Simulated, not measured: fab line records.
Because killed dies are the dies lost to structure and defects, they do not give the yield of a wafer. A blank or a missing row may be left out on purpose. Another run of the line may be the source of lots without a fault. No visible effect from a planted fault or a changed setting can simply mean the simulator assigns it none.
Which tool is to blame?	flow n5_finfet	24 lots, 72 wafers sampled, at 5 steps of a route of 1938

== WHAT EACH GAUGE READ, for each wafer ==
N5_SD_EPI_P_EPI_MEAS_23.
lot	measured	on	thk_nm (nm)
L074	day 3 10:49	film_metro-01	60.2 60.7 61.8
L075	day 3 15:44	film_metro-01	59.6 60.3 61.3
L076	day 4 02:43	film_metro-02	61.2 59.4 60.3
L077	day 4 06:04	film_metro-01	60.9 60.7 60.2
L078	day 4 14:05	film_metro-02	60.9 60.4 61.0
L079	day 4 23:32	film_metro-01	63.0 61.3 62.5
L080	day 5 00:35	film_metro-02	63.0 63.6 59.7
L081	day 5 08:40	film_metro-01	59.5 61.0 61.2
L082	day 5 12:58	film_metro-01	62.6 63.5 61.8
L083	day 5 18:19	film_metro-02	62.0 62.2 60.7
L084	day 6 02:17	film_metro-02	60.8 60.4 63.0
L086	day 6 13:55	film_metro-02	62.1 62.1 58.3
L085	day 6 14:16	film_metro-01	62.3 60.6 61.4
L087	day 6 17:27	film_metro-02	60.4 61.6 60.5
L088	day 7 01:20	film_metro-01	60.4 62.0 62.6
L089	day 7 07:14	film_metro-02	63.0 60.2 62.2
L090	day 7 15:46	film_metro-02	61.0 59.7 60.7
L091	day 7 16:05	film_metro-01	62.4 62.3 63.3
L092	day 8 01:20	film_metro-01	59.2 59.5 61.7
L093	day 8 04:57	film_metro-02	62.5 60.1 62.4
L094	day 8 08:27	film_metro-01	60.4 61.3 62.3
L095	day 8 15:59	film_metro-01	58.5 61.5 61.4
L096	day 9 00:11	film_metro-02	61.3 62.7 61.6
L097	day 9 04:02	film_metro-01	62.1 61.9 61.4

N5_SD_ACTIVATION_RS_MEAS_03: the measuring method here is four-point-probe.
lot	measured	on	RS_SD_N (ohm/sq)	RS_SD_P (ohm/sq)
L074	day 3 11:37	film_metro-02	21.96 22.39 22.25	55.5 55.6 55.6
L075	day 3 16:34	film_metro-02	21.96 21.72 21.63	54.6 55.8 54.9
L076	day 4 03:23	film_metro-01	21.71 22.01 21.72	56.6 56.5 57.0
L077	day 4 06:43	film_metro-02	21.95 21.66 21.77	56.1 56.7 56.9
L078	day 4 14:43	film_metro-01	21.43 21.47 21.44	56.4 56.6 56.2
L079	day 5 00:08	film_metro-01	21.51 21.64 21.70	54.5 54.4 53.5
L080	day 5 01:27	film_metro-01	21.71 21.79 22.12	55.1 55.3 55.7
L081	day 5 09:34	film_metro-02	22.01 22.24 22.09	56.4 55.2 55.9
L082	day 5 13:47	film_metro-01	21.67 21.17 21.66	54.2 54.9 54.6
L083	day 5 18:56	film_metro-02	21.68 22.11 21.82	55.1 55.6 56.1
L084	day 6 02:53	film_metro-02	21.52 21.61 21.66	56.0 56.3 55.1
L086	day 6 14:33	film_metro-02	21.33 21.60 21.34	56.0 54.3 55.1
L085	day 6 14:55	film_metro-01	22.16 21.91 21.66	54.7 55.5 55.0
L087	day 6 18:07	film_metro-01	21.55 22.13 22.04	55.9 55.7 55.7
L088	day 7 01:57	film_metro-01	21.67 21.78 21.41	55.4 55.0 55.2
L089	day 7 07:51	film_metro-02	21.30 21.22 21.53	55.5 55.4 55.0
L090	day 7 16:22	film_metro-01	21.92 22.00 21.92	56.3 55.2 55.2
L091	day 7 16:42	film_metro-02	21.92 22.02 22.02	54.7 54.8 55.1
L092	day 8 02:09	film_metro-01	21.75 21.97 21.99	57.5 57.4 57.1
L093	day 8 05:34	film_metro-01	21.62 21.55 21.59	55.7 57.1 55.6
L094	day 8 09:08	film_metro-01	21.71 21.96 21.90	55.3 56.2 56.0
L095	day 8 16:44	film_metro-02	21.63 21.97 21.77	56.4 56.2 56.7
L096	day 9 01:07	film_metro-02	21.72 21.93 21.57	55.5 55.0 55.3
L097	day 9 04:48	film_metro-02	22.18 22.06 21.91	56.5 56.4 56.4

N5_SDB_THK_MEAS_31.
lot	measured	on	SDB_THK (nm)
L074	day 3 23:45	film_metro-01	65.9 64.1 66.4
L075	day 4 04:32	film_metro-02	63.5 65.1 65.1
L076	day 4 14:32	film_metro-01	65.0 64.0 64.0
L077	day 4 18:48	film_metro-01	63.5 62.7 62.4
L078	day 5 01:58	film_metro-02	64.0 64.6 64.1
L079	day 5 11:42	film_metro-01	62.9 64.1 65.0
L080	day 5 13:41	film_metro-02	64.3 65.5 65.9
L081	day 5 20:25	film_metro-01	65.3 64.3 63.9
L082	day 6 00:47	film_metro-01	65.5 63.8 63.6
L083	day 6 07:09	film_metro-01	63.1 63.1 63.9
L084	day 6 14:01	film_metro-02	64.8 65.5 64.8
L086	day 7 01:57	film_metro-01	64.0 64.0 64.1
L085	day 7 02:16	film_metro-01	64.5 64.7 62.8
L087	day 7 05:23	film_metro-01	64.3 64.3 63.1
L088	day 7 13:04	film_metro-01	64.0 65.0 64.9
L089	day 7 18:58	film_metro-02	65.0 63.8 65.4
L090	day 8 04:42	film_metro-02	64.4 65.8 64.6
L091	day 8 03:59	film_metro-02	64.7 65.4 66.8
L092	day 8 14:10	film_metro-02	64.7 65.9 65.7
L093	day 8 17:03	film_metro-01	64.9 64.4 63.9
L094	day 8 20:44	film_metro-01	65.2 63.6 64.4
L095	day 9 03:52	film_metro-02	64.2 64.8 63.7
L096	day 9 12:43	film_metro-01	65.2 66.1 64.2
L097	day 9 16:41	film_metro-01	65.6 64.3 64.0

== WHAT TOOL EACH LOT RAN ON (gives the tool, then ch and the chambers of the sampled wafers, and finally the start) ==
lot	N5_ILD0_LINER_00	N5_SDB_ETCH_25
L074	ald_sin-03 ch 0,1,3, day 3 12:16	rie_diel-06 ch 0,1,2, day 3 20:27
L075	ald_sin-03 ch 0,1,2, day 3 16:56	rie_diel-04 ch 0,1,2, day 4 01:14
L076	ald_sin-04 ch 0,2,3, day 4 03:44	rie_diel-06 ch 0,1,3, day 4 11:04
L077	ald_sin-02 ch 1,2, day 4 07:04	rie_diel-04 ch 0,2,3, day 4 15:30
L078	ald_sin-02 ch 1,2,3, day 4 15:05	rie_diel-01 ch 0,1,2, day 4 22:41
L079	ald_sin-04 ch 0,1,3, day 5 00:35	rie_diel-04 ch 1,2,3, day 5 08:24
L080	ald_sin-02 ch 2,3, day 5 02:34	rie_diel-04 ch 0,2,3, day 5 10:23
L081	ald_sin-03 ch 0,1,3, day 5 09:55	rie_diel-01 ch 2,3, day 5 17:07
L082	ald_sin-02 ch 1,2, day 5 14:07	rie_diel-01 ch 0,3, day 5 21:29
L083	ald_sin-03 ch 0,2,3, day 5 19:37	rie_diel-01 ch 0,2,3, day 6 03:52
L084	ald_sin-03 ch 1,2,3, day 6 03:14	rie_diel-06 ch 1,2,3, day 6 10:43
L086	ald_sin-03 ch 0,1,3, day 6 14:53	rie_diel-04 ch 0,3, day 6 22:39
L085	ald_sin-03 ch 0,1, day 6 15:17	rie_diel-01 ch 1,2,3, day 6 22:47
L087	ald_sin-02 ch 2,3, day 6 18:32	rie_diel-04 ch 0,1,3, day 7 02:06
L088	ald_sin-03 ch 0,1,3, day 7 02:19	rie_diel-04 ch 1,3, day 7 09:46
L089	ald_sin-03 ch 0,1, day 7 08:13	rie_diel-06 ch 1,3, day 7 15:40
L090	ald_sin-04 ch 2,3, day 7 16:43	rie_diel-06 ch 0,1,2, day 8 00:03
L091	ald_sin-04 ch 0,1,3, day 7 17:07	rie_diel-06 ch 1,2,3, day 8 00:41
L092	ald_sin-03 ch 0,1,2, day 8 02:40	rie_diel-01 ch 0,1,3, day 8 10:52
L093	ald_sin-03 ch 0,1,3, day 8 06:25	rie_diel-01 ch 1,2,3, day 8 13:46
L094	ald_sin-02 ch 0,2,3, day 8 09:29	rie_diel-06 ch 0,1, day 8 17:23
L095	ald_sin-02 ch 0,1,3, day 8 17:05	rie_diel-01 ch 0,1,2, day 9 00:34
L096	ald_sin-04 ch 0,2,3, day 9 01:31	rie_diel-04 ch 1,2, day 9 09:25
L097	ald_sin-02 ch 1,2, day 9 05:34	rie_diel-06 ch 0,2,3, day 9 13:23
- N5_ILD0_LINER_00: material SiNx, target thk 4 nm, pulse time 1 s, purge time 2 s.
- N5_SDB_ETCH_25: etches SiO2 in C4F6/O2, target depth 10 nm, time 3.3 s.

== WHAT THE TOOLS THEMSELVES READ (means of the sampled wafers that have a number; where no wafer has one, the mark that the record gives instead) ==
N5_ILD0_LINER_00.
lot	tool	heater_power_w (W)	precursor_pulse_height_rel
L074	ald_sin-03	809	1.001
L075	ald_sin-03	827	1.003
L076	ald_sin-04	834	1.003
L077	ald_sin-02	801	1.000
L078	ald_sin-02	849	0.998
L079	ald_sin-04	810	1.015
L080	ald_sin-02	863	1.008
L081	ald_sin-03	809	0.988
L082	ald_sin-02	800	1.004
L083	ald_sin-03	777	1.024
L084	ald_sin-03	842	1.005
L086	ald_sin-03	809	1.001
L085	ald_sin-03	816	0.997
L087	ald_sin-02	852	1.005
L088	ald_sin-03	807	0.984
L089	ald_sin-03	866	1.003
L090	ald_sin-04	869	0.984
L091	ald_sin-04	800	1.001
L092	ald_sin-03	834	0.977
L093	ald_sin-03	816	1.026
L094	ald_sin-02	906	1.006
L095	ald_sin-02	909	1.011
L096	ald_sin-04	856	1.005
L097	ald_sin-02	814	0.992

N5_SDB_ETCH_25.
lot	tool	drypump_motor_current_A (A)	oes_f_703_au (a.u.)	oes_product_au (a.u.)	rf_vpp_V (V)	showerhead_plenum_p_Torr (Torr)	throttle_valve_pct (%)
L074	rie_diel-06	5.4	0.75	0.74	659	2.87	21.27
L075	rie_diel-04	5.9	0.72	0.71	660	2.79	21.37
L076	rie_diel-06	5.9	0.76	0.75	661	2.92	21.18
L077	rie_diel-04	5.9	0.74	0.73	661	2.76	21.31
L078	rie_diel-01	5.3	0.71	0.71	661	2.86	21.30
L079	rie_diel-04	5.9	0.73	0.73	661	2.75	21.13
L080	rie_diel-04	5.9	0.74	0.72	661	2.75	21.33
L081	rie_diel-01	5.6	0.82	0.83	663	2.87	21.02
L082	rie_diel-01	5.5	0.78	0.78	661	2.91	21.47
L083	rie_diel-01	5.5	0.80	0.79	662	2.89	21.25
L084	rie_diel-06	5.8	0.73	0.73	658	2.86	21.27
L086	rie_diel-04	5.6	0.75	0.74	663	2.76	21.15
L085	rie_diel-01	5.4	0.87	0.87	659	2.85	20.97
L087	rie_diel-04	5.6	0.73	0.72	663	2.79	21.20
L088	rie_diel-04	5.6	0.74	0.74	664	2.75	20.96
L089	rie_diel-06	5.8	0.73	0.71	655	2.86	21.21
L090	rie_diel-06	5.4	0.82	0.81	660	2.86	21.18
L091	rie_diel-06	5.8	0.82	0.80	657	2.85	21.17
L092	rie_diel-01	5.4	0.92	0.92	657	2.87	21.10
L093	rie_diel-01	5.4	0.84	0.84	658	2.84	20.99
L094	rie_diel-06	5.4	0.74	0.73	663	2.90	21.26
L095	rie_diel-01	5.2	0.85	0.85	660	2.85	21.11
L096	rie_diel-04	5.9	0.78	0.77	664	2.88	21.12
L097	rie_diel-06	5.9	0.81	0.80	662	2.90	21.20

== THE ANSWER, worked out from the rows above alone ==
Rule: the usual values come from the lots themselves. The widest of any qualifying gaps counts: lots, ordered by their means at a reading, are off when they make up no more than a third of the lots, leave a main group of 4 or more, and stand apart from it by 3 or more times the standard deviation of that group's means. Not used: any main group whose means are identical at the precision the tables above print for the reading. Also off: a lot with no number at a reading for which 4 or more lots have one. All remaining lots with rows at the step are treated as sound. The gauges are gone through in route order, then the tools' own readings, and for those a lot's mean is taken as printed above. At the first step where some lot is off, the reading lying furthest off is the one used; lots without a number count as furthest.
No lot is off on any of the readings shown, so nothing can be concluded from this.

== WHAT THE SIMULATOR HAD INSERTED ==
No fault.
